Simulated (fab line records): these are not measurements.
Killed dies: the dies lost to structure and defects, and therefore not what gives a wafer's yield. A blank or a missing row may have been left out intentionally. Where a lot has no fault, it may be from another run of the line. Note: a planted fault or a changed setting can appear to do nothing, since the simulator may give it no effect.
Matching of chambers | flow nand harc | NHARC_P_BONDPAD_CMP_32 on cmp-01 has 4 sister chambers
The step polishes SiCN, target thk 200 nm. 20 wafers are shown with their chamber, then 10 later ones without.

## WAFERS PAIRED WITH THEIR CHAMBERS
wafer  | chamber | motor current A (A)
L074.2 | 2       | 12.0
L074.3 | 3       | 12.5
L074.5 | 1       | 11.1
L076.1 | 1       | 12.0
L076.2 | 3       | 11.3
L076.6 | 0       | 11.9
L077.2 | 1       | 11.8
L077.3 | 0       | 12.0
L077.4 | 2       | 12.5
L078.1 | 3       | 12.6
L078.2 | 2       | 12.1
L078.3 | 0       | 11.3
L082.2 | 3       | 12.5
L082.3 | 1       | 12.5
L082.5 | 1       | 11.6
L085.2 | 2       | 12.5
L085.3 | 0       | 11.2
L085.5 | 2       | 12.3
L086.3 | 1       | 12.0
L086.5 | 2       | 12.4

SIGNATURES (means of the wafers above)
reading         | chamber 0 | chamber 1 | chamber 2 | chamber 3 | scatter within a chamber
motor current A | 11.600    | 11.833    | 12.300    | 12.225    | 0.43
Rule: distance of a wafer from a chamber = root of the sum over the readings of ((wafer's reading minus chamber's mean) / reading's scatter) squared. The wafer belongs to the nearest chamber; if the next one is less than 2 further off, it can't be placed. How the scatter is found: for the shown wafers, subtract from each reading the mean of its chamber, square and add these, divide the total by (wafers less chambers), then take the root.

## WAFERS WHOSE CHAMBER IS MISSING
wafer  | motor current A (A)
L086.6 | 12.1
L090.1 | 12.4
L090.5 | 12.5
L090.6 | 12.4
L092.1 | 11.6
L092.2 | 11.7
L092.4 | 11.7
L095.1 | 12.1
L095.2 | 11.8
L095.5 | 12.4

## CHAMBER TAKEN BY EACH
wafer  | from the rows above               | in truth
L086.6 | can't be placed: 3 or 2 or 1 or 0 | 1
L090.1 | can't be placed: 2 or 3 or 1 or 0 | 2
L090.5 | can't be placed: 2 or 3 or 1 or 0 | 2
L090.6 | can't be placed: 2 or 3 or 1 or 0 | 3
L092.1 | can't be placed: 0 or 1 or 3 or 2 | 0
L092.2 | can't be placed: 0 or 1 or 3 or 2 | 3
L092.4 | can't be placed: 0 or 1 or 3 or 2 | 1
L095.1 | can't be placed: 3 or 2 or 1 or 0 | 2
L095.2 | can't be placed: 1 or 0 or 3 or 2 | 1
L095.5 | can't be placed: 2 or 3 or 1 or 0 | 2
0 of 10 placed correctly. Cannot be placed on the basis of these rows: 10; the candidates contain the true chamber in 10. Wrongly placed: 0.
